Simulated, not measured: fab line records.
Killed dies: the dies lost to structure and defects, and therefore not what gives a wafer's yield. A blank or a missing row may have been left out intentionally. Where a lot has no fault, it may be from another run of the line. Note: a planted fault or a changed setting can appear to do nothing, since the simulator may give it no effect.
The tool behind it: which one? / flow nandHarc / 33 wafers from 11 lots sampled at 5 of the route's 1302 steps

== WHAT THE GAUGES SHOWED, per wafer ==
The record lacks any reading of a measuring or inspecting step that a usual standard deviation could be used to judge.

== EACH LOT AND THE TOOL THAT RAN IT (in order: tool; ch and the chambers of the sampled wafers; start) ==
lot=L665; NHARC_A_CHANNEL_HOLE_D2_ETCH_19=harEtch-01 ch 0,1, day 13 04:08; NHARC_A_CHANNEL_HOLE_D2_ETCH_24=harEtch-01 ch 0,1, day 13 06:17; NHARC_A_CHANNEL_HOLE_D2_ETCH_26=harEtch-01 ch 0,1, day 13 07:56; NHARC_A_CHANNEL_HOLE_D2_XSEM_32=xsem-01 ch 0, day 13 09:46; NHARC_A_CHANNEL_FILL_D2_ALD_15=aldSinBatch-03 ch 0, no start
lot=L668; NHARC_A_CHANNEL_HOLE_D2_ETCH_19=harEtch-01 ch 0,1, day 14 12:47; NHARC_A_CHANNEL_HOLE_D2_ETCH_24=harEtch-01 ch 0,1, day 14 15:09; NHARC_A_CHANNEL_HOLE_D2_ETCH_26=harEtch-01 ch 0,1, day 14 16:35; NHARC_A_CHANNEL_HOLE_D2_XSEM_32=xsem-02 ch 0, day 14 18:22; NHARC_A_CHANNEL_FILL_D2_ALD_15=aldSinBatch-03 ch 0, no start
lot=L671; NHARC_A_CHANNEL_HOLE_D2_ETCH_19=harEtch-02 ch 1, day 15 12:58; NHARC_A_CHANNEL_HOLE_D2_ETCH_24=harEtch-02 ch 1, day 15 15:12; NHARC_A_CHANNEL_HOLE_D2_ETCH_26=harEtch-02 ch 1, day 15 16:44; NHARC_A_CHANNEL_HOLE_D2_XSEM_32=xsem-01 ch 0, day 15 18:31; NHARC_A_CHANNEL_FILL_D2_ALD_15=aldSinBatch-02 ch 0, no start
lot=L675; NHARC_A_CHANNEL_HOLE_D2_ETCH_19=harEtch-02 ch 0,1, day 17 18:11; NHARC_A_CHANNEL_HOLE_D2_ETCH_24=harEtch-02 ch 0,1, day 17 20:32; NHARC_A_CHANNEL_HOLE_D2_ETCH_26=harEtch-02 ch 0,1, day 17 21:59; NHARC_A_CHANNEL_HOLE_D2_XSEM_32=xsem-01 ch 0, day 17 23:56; NHARC_A_CHANNEL_FILL_D2_ALD_15=aldSinBatch-01 ch 0, no start
lot=L676; NHARC_A_CHANNEL_HOLE_D2_ETCH_19=harEtch-01 ch 0,1, day 18 01:44; NHARC_A_CHANNEL_HOLE_D2_ETCH_24=harEtch-01 ch 0,1, day 18 04:04; NHARC_A_CHANNEL_HOLE_D2_ETCH_26=harEtch-01 ch 0,1, day 18 05:31; NHARC_A_CHANNEL_HOLE_D2_XSEM_32=xsem-02 ch 0, day 18 07:28; NHARC_A_CHANNEL_FILL_D2_ALD_15=aldSinBatch-02 ch 0, no start
lot=L677; NHARC_A_CHANNEL_HOLE_D2_ETCH_19=harEtch-02 ch 0,1, day 18 02:43; NHARC_A_CHANNEL_HOLE_D2_ETCH_24=harEtch-02 ch 0,1, day 18 04:50; NHARC_A_CHANNEL_HOLE_D2_ETCH_26=harEtch-02 ch 0,1, day 18 06:28; NHARC_A_CHANNEL_HOLE_D2_XSEM_32=xsem-01 ch 0, day 18 08:19; NHARC_A_CHANNEL_FILL_D2_ALD_15=aldSinBatch-02 ch 0, no start
lot=L678; NHARC_A_CHANNEL_HOLE_D2_ETCH_19=harEtch-02 ch 0,1, day 18 08:55; NHARC_A_CHANNEL_HOLE_D2_ETCH_24=harEtch-02 ch 0,1, day 18 11:22; NHARC_A_CHANNEL_HOLE_D2_ETCH_26=harEtch-02 ch 0,1, day 18 12:44; NHARC_A_CHANNEL_HOLE_D2_XSEM_32=xsem-01 ch 0, day 18 14:29; NHARC_A_CHANNEL_FILL_D2_ALD_15=aldSinBatch-03 ch 0, no start
lot=L682; NHARC_A_CHANNEL_HOLE_D2_ETCH_19=harEtch-01 ch 0,1, day 20 16:16; NHARC_A_CHANNEL_HOLE_D2_ETCH_24=harEtch-01 ch 0,1, day 20 18:37; NHARC_A_CHANNEL_HOLE_D2_ETCH_26=harEtch-01 ch 0,1, day 20 20:03; NHARC_A_CHANNEL_HOLE_D2_XSEM_32=xsem-01 ch 0, day 20 21:49; NHARC_A_CHANNEL_FILL_D2_ALD_15=aldSinBatch-02 ch 0, no start
lot=L687; NHARC_A_CHANNEL_HOLE_D2_ETCH_19=harEtch-01 ch 0,1, day 22 04:56; NHARC_A_CHANNEL_HOLE_D2_ETCH_24=harEtch-01 ch 0,1, day 22 07:05; NHARC_A_CHANNEL_HOLE_D2_ETCH_26=harEtch-01 ch 0,1, day 22 08:43; NHARC_A_CHANNEL_HOLE_D2_XSEM_32=xsem-02 ch 0, day 22 10:34; NHARC_A_CHANNEL_FILL_D2_ALD_15=aldSinBatch-03 ch 0, no start
lot=L686; NHARC_A_CHANNEL_HOLE_D2_ETCH_19=harEtch-02 ch 0,1, day 22 07:36; NHARC_A_CHANNEL_HOLE_D2_ETCH_24=harEtch-02 ch 0,1, day 22 09:43; NHARC_A_CHANNEL_HOLE_D2_ETCH_26=harEtch-02 ch 0,1, day 22 11:22; NHARC_A_CHANNEL_HOLE_D2_XSEM_32=xsem-01 ch 0, day 22 13:11; NHARC_A_CHANNEL_FILL_D2_ALD_15=aldSinBatch-03 ch 0, no start
lot=L688; NHARC_A_CHANNEL_HOLE_D2_ETCH_19=harEtch-02 ch 0,1, day 22 15:43; NHARC_A_CHANNEL_HOLE_D2_ETCH_24=harEtch-02 ch 0,1, day 22 17:58; NHARC_A_CHANNEL_HOLE_D2_ETCH_26=harEtch-02 ch 0,1, day 22 19:31; NHARC_A_CHANNEL_HOLE_D2_XSEM_32=xsem-01 ch 0, day 22 21:19; NHARC_A_CHANNEL_FILL_D2_ALD_15=aldSinBatch-01 ch 0, no start
- NHARC_A_CHANNEL_HOLE_D2_ETCH_19: etches the open film in C4F8/O2/Ar, time 34.5 s.
- NHARC_A_CHANNEL_HOLE_D2_ETCH_24: etches the open film in C4F8/O2/Ar, time 906.2 s, target depth 1500 nm.
- NHARC_A_CHANNEL_HOLE_D2_ETCH_26: etches the open film in C4F8/O2/Ar, time 224.1 s, target depth 300 nm.
- NHARC_A_CHANNEL_HOLE_D2_XSEM_32
- NHARC_A_CHANNEL_FILL_D2_ALD_15: deposits SiNx, target thk 2 nm, pulse time 60 s, ald cycles 19.

== WHAT THE TOOLS THEMSELVES READ (means of the sampled wafers that have a number; where no wafer has one, the mark that the record gives instead) ==
NHARC_A_CHANNEL_HOLE_D2_ETCH_19.
lot=L665; tool=harEtch-01; drypumpMotorCurrentA (A)=5.3; showerheadPlenumPTorr (Torr)=3.73; throttleValvePct (%)=37.038
lot=L668; tool=harEtch-01; drypumpMotorCurrentA (A)=5.3; showerheadPlenumPTorr (Torr)=3.72; throttleValvePct (%)=37.037
lot=L671; tool=harEtch-02; drypumpMotorCurrentA (A)=6.1; showerheadPlenumPTorr (Torr)=3.48; throttleValvePct (%)=37.047
lot=L675; tool=harEtch-02; drypumpMotorCurrentA (A)=5.8; showerheadPlenumPTorr (Torr)=3.78; throttleValvePct (%)=37.040
lot=L676; tool=harEtch-01; drypumpMotorCurrentA (A)=5.2; showerheadPlenumPTorr (Torr)=3.69; throttleValvePct (%)=37.044
lot=L677; tool=harEtch-02; drypumpMotorCurrentA (A)=5.8; showerheadPlenumPTorr (Torr)=3.78; throttleValvePct (%)=37.030
lot=L678; tool=harEtch-02; drypumpMotorCurrentA (A)=5.9; showerheadPlenumPTorr (Torr)=3.88; throttleValvePct (%)=37.036
lot=L682; tool=harEtch-01; drypumpMotorCurrentA (A)=5.3; showerheadPlenumPTorr (Torr)=3.67; throttleValvePct (%)=37.036
lot=L687; tool=harEtch-01; drypumpMotorCurrentA (A)=5.3; showerheadPlenumPTorr (Torr)=3.66; throttleValvePct (%)=37.038
lot=L686; tool=harEtch-02; drypumpMotorCurrentA (A)=5.9; showerheadPlenumPTorr (Torr)=3.85; throttleValvePct (%)=37.034
lot=L688; tool=harEtch-02; drypumpMotorCurrentA (A)=5.8; showerheadPlenumPTorr (Torr)=3.75; throttleValvePct (%)=37.036

NHARC_A_CHANNEL_HOLE_D2_ETCH_24.
lot=L665; tool=harEtch-01; drypumpMotorCurrentA (A)=5.3; showerheadPlenumPTorr (Torr)=3.68; throttleValvePct (%)=32.226
lot=L668; tool=harEtch-01; drypumpMotorCurrentA (A)=5.3; showerheadPlenumPTorr (Torr)=3.67; throttleValvePct (%)=32.224
lot=L671; tool=harEtch-02; drypumpMotorCurrentA (A)=6.1; showerheadPlenumPTorr (Torr)=3.44; throttleValvePct (%)=32.232
lot=L675; tool=harEtch-02; drypumpMotorCurrentA (A)=5.8; showerheadPlenumPTorr (Torr)=3.73; throttleValvePct (%)=32.237
lot=L676; tool=harEtch-01; drypumpMotorCurrentA (A)=5.3; showerheadPlenumPTorr (Torr)=3.64; throttleValvePct (%)=32.234
lot=L677; tool=harEtch-02; drypumpMotorCurrentA (A)=5.8; showerheadPlenumPTorr (Torr)=3.73; throttleValvePct (%)=32.237
lot=L678; tool=harEtch-02; drypumpMotorCurrentA (A)=5.9; showerheadPlenumPTorr (Torr)=3.82; throttleValvePct (%)=32.236
lot=L682; tool=harEtch-01; drypumpMotorCurrentA (A)=5.4; showerheadPlenumPTorr (Torr)=3.62; throttleValvePct (%)=32.239
lot=L687; tool=harEtch-01; drypumpMotorCurrentA (A)=5.3; showerheadPlenumPTorr (Torr)=3.61; throttleValvePct (%)=32.241
lot=L686; tool=harEtch-02; drypumpMotorCurrentA (A)=6.0; showerheadPlenumPTorr (Torr)=3.79; throttleValvePct (%)=32.227
lot=L688; tool=harEtch-02; drypumpMotorCurrentA (A)=5.8; showerheadPlenumPTorr (Torr)=3.70; throttleValvePct (%)=32.237

NHARC_A_CHANNEL_HOLE_D2_ETCH_26.
lot=L665; tool=harEtch-01; drypumpMotorCurrentA (A)=5.3; showerheadPlenumPTorr (Torr)=3.73; throttleValvePct (%)=24.593
lot=L668; tool=harEtch-01; drypumpMotorCurrentA (A)=5.3; showerheadPlenumPTorr (Torr)=3.72; throttleValvePct (%)=24.582
lot=L671; tool=harEtch-02; drypumpMotorCurrentA (A)=6.1; showerheadPlenumPTorr (Torr)=3.47; throttleValvePct (%)=24.592
lot=L675; tool=harEtch-02; drypumpMotorCurrentA (A)=5.8; showerheadPlenumPTorr (Torr)=3.79; throttleValvePct (%)=24.588
lot=L676; tool=harEtch-01; drypumpMotorCurrentA (A)=5.2; showerheadPlenumPTorr (Torr)=3.69; throttleValvePct (%)=24.577
lot=L677; tool=harEtch-02; drypumpMotorCurrentA (A)=5.8; showerheadPlenumPTorr (Torr)=3.78; throttleValvePct (%)=24.583
lot=L678; tool=harEtch-02; drypumpMotorCurrentA (A)=6.0; showerheadPlenumPTorr (Torr)=3.88; throttleValvePct (%)=24.591
lot=L682; tool=harEtch-01; drypumpMotorCurrentA (A)=5.3; showerheadPlenumPTorr (Torr)=3.67; throttleValvePct (%)=24.580
lot=L687; tool=harEtch-01; drypumpMotorCurrentA (A)=5.3; showerheadPlenumPTorr (Torr)=3.66; throttleValvePct (%)=24.578
lot=L686; tool=harEtch-02; drypumpMotorCurrentA (A)=6.0; showerheadPlenumPTorr (Torr)=3.85; throttleValvePct (%)=24.571
lot=L688; tool=harEtch-02; drypumpMotorCurrentA (A)=5.8; showerheadPlenumPTorr (Torr)=3.75; throttleValvePct (%)=24.587

NHARC_A_CHANNEL_HOLE_D2_XSEM_32.
lot=L665; tool=xsem-01; botCdNm (nm)=75.7; bowNm (nm)=8.72; tiltDeg (degrees)=-0.01
lot=L668; tool=xsem-02; botCdNm (nm)=75.0; bowNm (nm)=8.88; tiltDeg (degrees)=0.05
lot=L671; tool=xsem-01; botCdNm (nm)=73.9; bowNm (nm)=8.71; tiltDeg (degrees)=0.06
lot=L675; tool=xsem-01; botCdNm (nm)=74.9; bowNm (nm)=8.78; tiltDeg (degrees)=0.10
lot=L676; tool=xsem-02; botCdNm (nm)=75.5; bowNm (nm)=8.58; tiltDeg (degrees)=0.10
lot=L677; tool=xsem-01; botCdNm (nm)=74.8; bowNm (nm)=9.42; tiltDeg (degrees)=0.08
lot=L678; tool=xsem-01; botCdNm (nm)=75.4; bowNm (nm)=9.74; tiltDeg (degrees)=0.08
lot=L682; tool=xsem-01; botCdNm (nm)=75.6; bowNm (nm)=8.48; tiltDeg (degrees)=0.11
lot=L687; tool=xsem-02; botCdNm (nm)=74.2; bowNm (nm)=8.74; tiltDeg (degrees)=0.01
lot=L686; tool=xsem-01; botCdNm (nm)=75.5; bowNm (nm)=8.69; tiltDeg (degrees)=0.10
lot=L688; tool=xsem-01; botCdNm (nm)=73.9; bowNm (nm)=8.55; tiltDeg (degrees)=0.05

NHARC_A_CHANNEL_FILL_D2_ALD_15.
lot=L665; tool=aldSinBatch-03; precursorPulseHeightRel=0.997; susceptorTempC (C)=630.0
lot=L668; tool=aldSinBatch-03; precursorPulseHeightRel=1.004; susceptorTempC (C)=-
lot=L671; tool=aldSinBatch-02; precursorPulseHeightRel=0.993; susceptorTempC (C)=630.1
lot=L675; tool=aldSinBatch-01; precursorPulseHeightRel=0.991; susceptorTempC (C)=630.1
lot=L676; tool=aldSinBatch-02; precursorPulseHeightRel=1.005; susceptorTempC (C)=-
lot=L677; tool=aldSinBatch-02; precursorPulseHeightRel=0.973; susceptorTempC (C)=-
lot=L678; tool=aldSinBatch-03; precursorPulseHeightRel=1.008; susceptorTempC (C)=630.3
lot=L682; tool=aldSinBatch-02; precursorPulseHeightRel=1.012; susceptorTempC (C)=630.4
lot=L687; tool=aldSinBatch-03; precursorPulseHeightRel=1.029; susceptorTempC (C)=630.0
lot=L686; tool=aldSinBatch-03; precursorPulseHeightRel=1.003; susceptorTempC (C)=630.0
lot=L688; tool=aldSinBatch-01; precursorPulseHeightRel=1.006; susceptorTempC (C)=630.1

== THE ANSWER, worked out from the rows above alone ==
Rule: what is usual is taken from the lots themselves. Put in order of their means at a reading, lots are off if they are a third of the lots or fewer, leave a main group of 4 or more, and stand apart from it by a gap of 3 or more times the standard deviation of the main group's means; of several such gaps the widest counts. Not used: any main group whose means are identical at the precision the tables above print for the reading. Also off: a lot with no number at a reading for which 4 or more lots have one. All remaining lots with rows at the step are treated as sound. First the gauges in route order, then the tools' own readings, where a lot's mean is used as printed above. The first step at which some lot is off is used, and at that step the reading that is off furthest; a lot without a number counts as furthest.
Off, at NHARC_A_CHANNEL_HOLE_D2_XSEM_32 on bowNm: L677, L678. The main group: mean 8.68 nm, standard deviation 0.12.
If a tool, at that step or one of the process steps before it, ran each lot that is off and ran no sound lot following the first of them, it fits. No candidate that was tried fits.

== WHAT THE SIMULATOR PUT IN ==
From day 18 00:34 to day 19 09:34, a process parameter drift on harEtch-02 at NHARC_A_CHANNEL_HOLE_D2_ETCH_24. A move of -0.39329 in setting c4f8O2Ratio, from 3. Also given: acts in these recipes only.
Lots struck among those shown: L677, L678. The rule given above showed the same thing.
